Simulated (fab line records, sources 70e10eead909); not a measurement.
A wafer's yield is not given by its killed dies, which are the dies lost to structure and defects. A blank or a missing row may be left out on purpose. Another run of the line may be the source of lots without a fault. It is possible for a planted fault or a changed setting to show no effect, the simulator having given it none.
Struck lot and sound lot, side by side	flow nand_harc	39 out of 1159 route steps
Sound: the wafers L514.1, L514.3, L514.5. Struck: wafer L518.4. At the end, the cause is stated.
For every step that has rows: the tool of each side, followed by ch and its chambers, followed by its first start. Under that, the readings that differ: sound wafers	struck wafers	difference of the means	sigmas: that difference in standard deviations of wafers without a fault.
alike: readings whose means differ by less than 2 such deviations, and words and numbers that are the same on both sides. not compared: withheld readings, readings that some wafer has no value for, bounds like >300 that may hide the same value, and numbers for which the record gives no deviation and whose values overlap.
A row with sigmas, a row that says differs or no value, or rows on one side alone: a step with any of these is where the two part. Numbers that have no deviation but don't overlap get no sigmas and don't part them. A reading missing from all wafers of one side parts the sides only when that side holds two or more wafers.

first, 2 steps without rows for these wafers: NHARC_A_STAIRCASE_HARDBAKE_311 (time 140 s); NHARC_A_STAIRCASE_DESCUM_312 (chemistry O2, time 3 s).
NHARC_A_STAIRCASE_ETCH_313: etches the open film in CF4/CHF3.
  sound on rie_diel-01 ch 0,1,3, day 12 13:18; struck on rie_diel-13 ch 2, day 13 13:47
reading	sound	struck	difference	sigmas
oes_product_au (a.u.)	0.930 0.928 0.923	0.969	+0.042	+2
  alike: drypump_motor_current_A, rf_vpp_V, showerhead_plenum_p_Torr, throttle_valve_pct
  not compared: rf_hours_counter_h
then, 3 steps without rows for these wafers: NHARC_A_STAIRCASE_HM_OPEN_463 (chemistry O2/COS); NHARC_A_STAIRCASE_STRIP_464 (strips in O2/COS); NHARC_A_STAIRCASE_ETCH_453 (etches the open film in CF4/O2, target depth 30 nm, overetch 3 nm, time 16.5 s).
NHARC_A_STAIRCASE_ETCH_315: etches the open film in C4F8/O2/Ar, target depth 2500 nm, time 607.1 s.
  sound on rie_diel-01 ch 0,1,3; struck on rie_diel-13 ch 0
  alike: oes_product_au, rf_vpp_V
  not compared: rf_hours_counter_h
then, 4 steps without rows for these wafers: NHARC_A_STAIRCASE_STRIP_316 (strips in O2); NHARC_A_STAIRCASE_STRIP_317 (strips in SPM, time 900 s); NHARC_A_STAIRCASE_PRECLEAN_318 (cleans in SC1); NHARC_A_STAIRCASE_SRD_329.
NHARC_A_STAIRCASE_ALD_415: deposits SiO2, target thk 30 nm, pulse time 6 s, ald cycles 300.
  sound on ald_hk-02 ch 1,2,3, day 12 15:29; struck on ald_hk-02 ch 0, day 13 17:15
  alike: heater_power_w, precursor_pulse_height_rel
then, 6 steps without rows for these wafers: NHARC_A_STAIRCASE_ETCHBACK_416 (etches the open film in C4F8/O2/Ar, target depth 36 nm, time 7.2 s); NHARC_A_STAIRCASE_STRIP_476 (strips in O2, time 20 s); NHARC_A_STAIRCASE_DEP_417 (deposits Si3N4, target thk 60 nm); NHARC_A_STAIRCASE_WET_418 (chemistry H3PO4, target depth 20 nm); NHARC_A_STAIRCASE_PRECLEAN_419 (cleans in SC1); NHARC_A_STAIRCASE_SRD_421.
NHARC_A_STAIRCASE_ALD_420: deposits SiO2, target thk 20 nm, pulse time 6 s, ald cycles 200.
  sound on ald_hk-03 ch 1,2, day 13 00:13; struck on ald_hk-01 ch 1, day 13 22:41
  alike: heater_power_w, precursor_pulse_height_rel
then, 3 steps without rows for these wafers: NHARC_A_STAIRCASE_CVD_552 (deposits SiNx, target thk 40 nm); NHARC_A_STAIRCASE_DEP_151 (deposits SiO2, target thk 3800 nm); NHARC_A_STAIRCASE_ANNEAL_320 (time 1800 s).
NHARC_A_STAIRCASE_DEP_322: deposits SiO2, target thk 3800 nm.
  sound on pecvd-01 ch 1,2, day 13 16:13; struck on pecvd-03 ch 1, day 14 15:40
  alike: heater_power_w
then, 13 steps without rows for these wafers: NHARC_A_STAIRCASE_ANNEAL_323 (time 1800 s); NHARC_A_STAIRCASE_DEP_325 (deposits SiO2, target thk 3800 nm); NHARC_A_STAIRCASE_ANNEAL_326 (time 1800 s); NHARC_A_STAIRCASE_DEHYDRATE_433 (time 120 s); NHARC_A_STAIRCASE_HMDS_434 (time 30 s); NHARC_A_STAIRCASE_COAT_435; NHARC_A_STAIRCASE_SOFTBAKE_436 (time 170 s); NHARC_A_STAIRCASE_EBR_437; NHARC_A_STAIRCASE_EXPOSE_438 (exposes mask STAIR REV); NHARC_A_STAIRCASE_PEB_439 (peb time 130 s); NHARC_A_STAIRCASE_DEVELOP_440 (time 140 s); NHARC_A_STAIRCASE_HARDBAKE_442 (time 140 s); NHARC_A_STAIRCASE_DESCUM_443 (chemistry O2, time 3 s).
NHARC_A_STAIRCASE_ETCH_444: etches the open film in C4F8/O2, target depth 10200 nm, time 3400 s.
  sound on rie_diel-13 ch 0,2, day 14 08:54; struck on rie_diel-12 ch 3, day 15 07:39
  alike: oes_product_au, rf_vpp_V
  not compared: rf_hours_counter_h
NHARC_A_SGD_CUT_DESCUM_14: chemistry O2, time 3 s.
  sound on rie_diel-04 ch 0,1,3, day 14 14:52; struck on rie_diel-08 ch 1, day 15 15:24
reading	sound	struck	difference	sigmas
hold	- - -	await_dispo/2.4h/release	no value on the sound wafers	
rf_vpp_V (V)	55.6 55.6 57.6	59.7	+3.4	+4
  alike: drypump_motor_current_A, oes_product_au, showerhead_plenum_p_Torr, throttle_valve_pct
  not compared: rf_hours_counter_h
-- break in the record here, with 6 days between the starts of the struck wafers on either side (left off in module A_SGD_CUT, picked up again in module END, where the first step shown is number 1159 on the route) --
NHARC_END_SORT_01:
  at this point the record logs the struck wafers (prober-02 ch 0, day 21 20:41) and has no rows for the sound ones

WHERE THEY PART
Earliest at NHARC_A_STAIRCASE_ETCH_313; latest, in this record, at NHARC_END_SORT_01.

WHY: the cause the simulator had injected
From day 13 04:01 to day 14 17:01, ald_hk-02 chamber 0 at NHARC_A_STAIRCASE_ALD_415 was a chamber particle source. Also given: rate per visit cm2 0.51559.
